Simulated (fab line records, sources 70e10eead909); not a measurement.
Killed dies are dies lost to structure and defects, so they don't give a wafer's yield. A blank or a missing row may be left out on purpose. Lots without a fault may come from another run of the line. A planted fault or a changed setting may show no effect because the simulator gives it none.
A struck lot beside a sound one | flow nand_harc | 14 steps out of a route of 1302
Sound: wafers L340.1, L340.3, L340.6. Struck: wafer L333.4. (L333.1, L333.3 of the same lot were not struck and are left out.) The cause comes at the end.
At each step with rows: each side's tool, then ch and its chambers, then its first start. Under that, the readings that differ: sound wafers | struck wafers | difference of the means | sigmas: that difference in standard deviations of wafers without a fault.
alike: readings whose means differ by less than 2 such deviations, and words and numbers that are the same on both sides. not compared: withheld readings, readings that some wafer has no value for, bounds like >300 that may hide the same value, and numbers for which the record gives no deviation and whose values overlap.
The two part at a step that has a row with sigmas, a row that says differs or no value, or rows on one side only. Numbers that don't overlap but have no deviation are shown without sigmas and don't part them. A reading that every wafer of one side lacks parts them only if that side has two wafers or more.

first, 3 steps without rows for these wafers: NHARC_THIN_TSV_EXPOSE_09 (exposes mask TSV); NHARC_THIN_TSV_PEB_10 (peb time 85 s); NHARC_THIN_TSV_DEVELOP_11 (time 70 s).
NHARC_THIN_TSV_CD_MEAS_12: target cd 1000 nm.
  sound on cd_sem-03 ch 0, day 30 23:01; struck on cd_sem-02 ch 0, day 27 20:40
  alike: cd_nm
then, 1 step without rows for these wafers: NHARC_THIN_TSV_HARDBAKE_13 (time 80 s).
NHARC_THIN_TSV_DESCUM_14: chemistry O2, time 3 s.
  sound on rie_diel-01 ch 0,1, day 30 23:11; struck on rie_diel-08 ch 3, day 27 20:50
  reading      | sound          | struck | difference | sigmas
  rf_vpp_V (V) | 59.9 58.3 58.1 | 55.0   | -3.8       | -4
  alike: drypump_motor_current_A, oes_product_au, showerhead_plenum_p_Torr, throttle_valve_pct
  not compared: rf_hours_counter_h
NHARC_THIN_TSV_ETCH_44: etches the open film in CF4/O2, target depth 1594.2 nm, time 797.1 s.
  sound on rie_diel-01 ch 0,2, day 30 23:16; struck on rie_diel-08 ch 1, day 27 20:58
  alike: bias_w, drypump_motor_current_A, oes_product_au, rf_vpp_V, showerhead_plenum_p_Torr, throttle_valve_pct
  not compared: rf_hours_counter_h
NHARC_THIN_TSV_ETCH_15: target depth 3000 nm, bosch target overetch cycles 2, bosch etch step 2.8 s.
  sound on rie_si-06 ch 0,1,3, day 30 23:51; struck on rie_si-06 ch 0, day 27 21:29
  alike: drypump_motor_current_A
  not compared: rf_hours_counter_h
NHARC_THIN_TSV_CD_MEAS_16:
  sound on cd_sem-01, day 30 23:59; struck on cd_sem-02, day 27 21:38
  alike: cd_nm
NHARC_THIN_TSV_STRIP_45: strips in O2.
  sound on plasma_asher-01 ch 1, day 31 00:06; struck on plasma_asher-01 ch 1, day 27 21:45
  alike: drypump_motor_current_A, heater_power_w
  not compared: rf_hours_counter_h, rf_refl_power_W
then, 2 steps without rows for these wafers: NHARC_THIN_TSV_STRIP_46 (strips in post etch residue remover, time 1200 s); NHARC_THIN_TSV_DEP_47 (deposits SiO2, target thk 200 nm).
NHARC_THIN_TSV_ETCHBACK_48: etches the open film in C4F8/Ar, target depth 1028.5 nm, time 405.17 s.
  sound on rie_diel-08 ch 0,1,2, day 31 01:20; struck on rie_diel-03 ch 0, day 27 22:54
  reading          | sound             | struck | difference | sigmas
  run_length_s (s) | 427.1 426.3 426.6 | 170.9  | -255.8     | -99 or more
  alike: oes_product_au, rf_vpp_V
  not compared: bias_w, rf_hours_counter_h
NHARC_THIN_TSV_STRIP_62: strips in N2/H2, time 20 s.
  sound on plasma_asher-01 ch 0, day 31 01:38; struck on plasma_asher-02 ch 1, day 27 23:17
  reading            | sound       | struck | difference | sigmas
  heater_power_w (W) | 367 365 367 | 279    | -87        | -2
  alike: drypump_motor_current_A
  not compared: rf_hours_counter_h, rf_refl_power_W

WHERE THEY PART
First at NHARC_THIN_TSV_DESCUM_14; last, within this record, at NHARC_THIN_TSV_STRIP_62.

WHY: what the simulator had put in
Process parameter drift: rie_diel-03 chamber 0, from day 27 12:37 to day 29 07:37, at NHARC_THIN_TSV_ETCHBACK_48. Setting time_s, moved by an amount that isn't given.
